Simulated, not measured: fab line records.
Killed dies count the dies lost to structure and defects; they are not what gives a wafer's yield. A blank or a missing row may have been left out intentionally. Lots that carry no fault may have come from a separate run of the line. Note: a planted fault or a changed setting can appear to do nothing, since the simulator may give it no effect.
Matching of chambers | flow nand-harc | NHARC_P_CONTACT_CMP_01 on cmp-02 has 4 sister chambers
The step polishes SiO2, target thk 200 nm. 4 wafers are shown with their chamber, then 10 later ones without.

WAFERS, EACH WITH ITS CHAMBER
wafer  | chamber | motor-current-A (A)
L084.3 | 1       | 11.8
L084.4 | 0       | 12.9
L087.2 | 3       | 12.3
L087.3 | 2       | 12.1

WAFERS MISSING THEIR CHAMBER
wafer  | motor-current-A (A)
L087.4 | 11.4
L092.1 | 13.5
L092.3 | 12.2
L092.6 | 11.7
L093.1 | 11.9
L093.2 | 11.9
L093.4 | 12.8
L094.1 | 12.7
L094.2 | 12.0
L094.6 | 13.0

WHICH CHAMBER EACH ONE RAN IN
wafer  | from the rows above          | in truth
L087.4 | can't be placed: 1 or 2 or 3 | 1
L092.1 | 0                            | 0
L092.3 | can't be placed: 2 or 3 or 1 | 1
L092.6 | can't be placed: 1 or 2 or 3 | 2
L093.1 | can't be placed: 1 or 2 or 3 | 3
L093.2 | can't be placed: 1 or 2 or 3 | 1
L093.4 | can't be placed: 0 or 3      | 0
L094.1 | can't be placed: 0 or 3 or 2 | 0
L094.2 | can't be placed: 2 or 1 or 3 | 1
L094.6 | 0                            | 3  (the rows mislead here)
Correctly placed: 1 of 10. Cannot be placed on the basis of these rows: 8; the candidates contain the true chamber in 8. 1 placed wrongly.
How it was worked out, from the rows above alone: a wafer's distance from a chamber is the root of the sum, over the readings, of the square of ((its reading less the chamber's mean) divided by the reading's scatter). If the next closest chamber is less than 2 further off than the closest, the wafer can't be placed; otherwise it belongs to the closest. Each chamber's mean is taken over the wafers shown for it. The scatter: root of mean squared gap, hidden wafer to nearest shown wafer, with one shown wafer a chamber.
